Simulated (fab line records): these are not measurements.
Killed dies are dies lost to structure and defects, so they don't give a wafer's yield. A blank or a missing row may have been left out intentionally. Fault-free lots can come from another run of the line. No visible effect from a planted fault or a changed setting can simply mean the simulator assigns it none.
Which of the tools did it? -- flow nand_harc -- Sampling: 11 lots, 33 wafers, 3 of 1302 route steps

== WHAT THE GAUGES SHOWED, per wafer ==
NHARC_P_M0_CD_MEAS_09 targets a cd of 90 nm.
lot,measured,on,cd_nm (nm)
L878,day 6 05:41,cd_sem-03,89.2 90.4 89.8
L879,day 6 18:11,cd_sem-03,90.2 89.7 89.4
L881,day 7 07:44,cd_sem-02,91.2 89.9 90.4
L882,day 7 21:49,cd_sem-01,90.4 90.3 90.4
L883,day 8 02:37,cd_sem-02,100.9 101.2 99.9 100.7 101.2 99.8
L891,day 12 07:16,cd_sem-02,97.9 100.0 98.6 97.7 99.7 98.1
L893,day 12 15:57,cd_sem-01,90.0 91.0 91.1
L894,day 12 21:15,cd_sem-03,90.7 90.6 90.7
L896,day 13 14:49,cd_sem-01,89.8 89.4 89.6
L897,day 14 00:35,cd_sem-01,90.0 90.5 90.0
L898,day 14 12:52,cd_sem-03,89.4 89.8 89.3

== WHAT TOOL EACH LOT RAN ON (gives the tool, then ch and the chambers of the sampled wafers, and finally the start) ==
lot,NHARC_P_CONTACT_ETCH_18,NHARC_P_M0_EXPOSE_06
L878,"rie_diel-08 ch 0,2, day 6 05:33 or earlier","arfi_scanner-03 ch 0, day 6 05:33"
L879,"rie_diel-08 ch 2,3, day 6 18:02 or earlier","arfi_scanner-03 ch 0, day 6 18:02"
L881,"rie_diel-05 ch 1,2,3, day 7 07:36 or earlier","arfi_scanner-03 ch 0, day 7 07:36"
L882,"rie_diel-03 ch 1,2,3, day 7 21:41 or earlier","arfi_scanner-03 ch 0, day 7 21:41"
L883,"rie_diel-08 ch 0,1, day 8 02:28 or earlier","arfi_scanner-03 ch 0, day 8 02:28"
L891,"rie_diel-03 ch 0,3, day 12 07:08 or earlier","arfi_scanner-03 ch 0, day 12 07:08"
L893,"rie_diel-05 ch 1,3, day 12 15:49 or earlier","arfi_scanner-02 ch 0, day 12 15:49"
L894,"rie_diel-05 ch 0,1, day 12 21:07 or earlier","arfi_scanner-01 ch 0, day 12 21:07"
L896,"rie_diel-03 ch 0,1,3, day 13 14:41 or earlier","arfi_scanner-01 ch 0, day 13 14:41"
L897,"rie_diel-03 ch 1,2, day 14 00:26 or earlier","arfi_scanner-02 ch 0, day 14 00:26"
L898,"rie_diel-08 ch 1,2,3, day 14 12:44 or earlier","arfi_scanner-01 ch 0, day 14 12:44"
- NHARC_P_CONTACT_ETCH_18: etches the open film in C4F8/O2/Ar, target depth 481 nm, time 240.5 s.
- NHARC_P_M0_EXPOSE_06: exposes mask P M0, target cd 90 nm.

== THE ANSWER, worked out from the rows above alone ==
Rule: the usual values come from the lots themselves. Put in order of their means at a reading, lots are off if they are a third of the lots or fewer, leave a main group of 4 or more, and stand apart from it by a gap of 3 or more times the standard deviation of the main group's means; of several such gaps the widest counts. The tables above print the reading to a certain number of digits; a main group whose means all agree to those digits is not used. Also off: a lot with no number at a reading for which 4 or more lots have one. Any other lot the step has rows for is counted as sound.
Off: L883, L891 (NHARC_P_M0_CD_MEAS_09, cd_nm). Main group: mean 90.1 nm, sd 0.44.
A tool fits if, at a process step before that reading, it ran every lot that is off, and no sound lot after the first of them. Gauges at NHARC_P_M0_CD_MEAS_09: tried the same way as those tools. NHARC_P_CONTACT_ETCH_18: start missing for some lots; hours and lot order therefore follow NHARC_P_M0_EXPOSE_06. Can't be told from this: 2 tools fit, arfi_scanner-03 at NHARC_P_M0_EXPOSE_06, cd_sem-02 at NHARC_P_M0_CD_MEAS_09.

== WHAT HAD BEEN PUT IN BY THE SIMULATOR ==
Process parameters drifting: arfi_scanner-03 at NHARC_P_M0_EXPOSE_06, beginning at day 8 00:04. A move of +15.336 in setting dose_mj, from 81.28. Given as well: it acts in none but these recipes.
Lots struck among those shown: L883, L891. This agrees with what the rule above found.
